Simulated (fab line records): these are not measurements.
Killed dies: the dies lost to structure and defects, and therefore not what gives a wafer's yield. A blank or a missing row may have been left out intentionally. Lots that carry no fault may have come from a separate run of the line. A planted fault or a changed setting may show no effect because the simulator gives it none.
Struck lot and sound lot, side by side ; flow n5_finfet ; 15 steps out of a route of 1938
Sound: wafers L506.3, L506.4, L506.5. Struck: wafer L516.5; the same lot's L516.2 was not struck, so it is left out; see the end for the cause.
Order at every step that has rows: each side's tool, ch and its chambers, its first start. Under that, the readings that differ: sound wafers ; struck wafers ; difference of the means ; sigmas: that difference in standard deviations of wafers without a fault.
alike: words and numbers the same on both sides, and readings whose means are apart by under 2 such deviations; not compared: readings that were withheld, readings missing a value for some wafer, numbers with overlapping values and no deviation given by the record, and bounds like >300 which may hide the same value.
A row with sigmas, a row that says differs or no value, or rows on one side alone: a step with any of these is where the two part. Numbers that have no deviation but don't overlap get no sigmas and don't part them. Lack of a reading on every wafer of one side parts them only where that side has two or more wafers.

first, 2 steps without rows for these wafers: N5_GATE_CUT_ETCH_19 (etches SiNx in CH3F/O2, target depth 53.7 nm, time 76.7 s); N5_GATE_CUT_CUT_ETCH_53 (etches W in SF6/Cl2, target depth 79.2 nm).
N5_GATE_CUT_CUT_ETCH_54: etches TiN in Cl2/BCl3, target depth 96.7 nm.
  sound on rie_metal-02 ch 0,1, day 7 18:35; struck on rie_metal-02 ch 0, day 9 18:09
reading;sound;struck;difference;sigmas
etch_rf_on_time_s (s);36.1 37.9 37.8;35.2;-2.1;-3
  alike: drypump_motor_current_A, oes_product_au, throttle_valve_pct
  not compared: rf_hours_counter_h
N5_GATE_CUT_CUT_ETCH_55: etches HfO2 in BCl3, target depth 3.2 nm.
  sound on rie_metal-02 ch 0,1, day 7 18:38; struck on rie_metal-02 ch 0, day 9 18:13
  alike: drypump_motor_current_A, oes_product_au, throttle_valve_pct
  not compared: rf_hours_counter_h
N5_GATE_CUT_ETCH_47: etches SiO2 in Cl2/BCl3, target depth 10 nm.
  sound on rie_metal-02 ch 0,1, day 7 18:40; struck on rie_metal-02 ch 0, day 9 18:14
  alike: drypump_motor_current_A, oes_product_au, throttle_valve_pct
  not compared: rf_hours_counter_h
N5_GATE_CUT_VAPOR_ETCH_48: etches TiN in BCl3/Cl2.
  sound on rie_metal-02 ch 0,1, day 7 18:42; struck on rie_metal-02 ch 0, day 9 18:16
  alike: drypump_motor_current_A, oes_product_au
N5_GATE_CUT_VAPOR_ETCH_49: etches TiAlC in BCl3/Cl2.
  sound on rie_metal-02 ch 0,1, day 7 18:44; struck on rie_metal-02 ch 0, day 9 18:18
  alike: drypump_motor_current_A, oes_product_au
then, 5 steps without rows for these wafers: N5_GATE_CUT_VAPOR_ETCH_51 (etches HfO2 in BCl3/Cl2); N5_GATE_CUT_STRIP_21 (strips in N2/H2, time 30 s); N5_GATE_CUT_STRIP_29 (strips in post etch residue remover, time 60 s); N5_GATE_CUT_SRD_52 (time 30 s); N5_GATE_CUT_ALD_22 (deposits SiNx, target thk 16 nm, pulse time 1 s, ald cycles 320).
N5_GATE_CUT_CMP_23: polishes, stops on SiO2, t overpolish 23.4 s, target thk 16 nm.
  sound on cmp-02 ch 0,2,3, day 7 20:46; struck on cmp-01 ch 3, day 9 20:06
reading;sound;struck;difference;sigmas
overpolish_run_s (s);23.404 23.389 23.403;23.376;-0.023;-3
time_to_endpoint_s (s);19 24 23;42;+20;+6
  alike: edge_zone_pressure_frac, motor_current_A, slurry_filter_dp_kPa
  not compared: pad_life_wafers
N5_GATE_CUT_THK_MEAS_24:
  sound on film_metro-01, day 7 21:01; struck on film_metro-01, day 9 20:19
  alike: GC_FILL_THK
-- the record jumps here: 8 days lie between the struck wafers' starts before and after (it left off in module GATE_CUT and takes up again in module PASSIVATION, whose first step shown is number 1936 of the route) --
N5_PASSIVATION_PROBE_49:
  sound on prober-01, day 15 06:32; struck on prober-02, day 18 02:48
reading;sound;struck;difference;sigmas
killed_at_front_end;58 52 72;15;-46;-4
killed_at_other;5 0 3;9;+6;+2
killed_dies;137 106 157;80;-53;-3
killed_open;98 77 104;60;-33;-2
killed_short;38 28 53;19;-21;-2
  alike: killed_at_M0_to_M3, killed_at_M4_up, killed_at_contacts

== WHERE THEY PART ==
Last at N5_PASSIVATION_PROBE_49 as far as this record goes, first at N5_GATE_CUT_CUT_ETCH_54.

WHY: the cause the simulator had injected
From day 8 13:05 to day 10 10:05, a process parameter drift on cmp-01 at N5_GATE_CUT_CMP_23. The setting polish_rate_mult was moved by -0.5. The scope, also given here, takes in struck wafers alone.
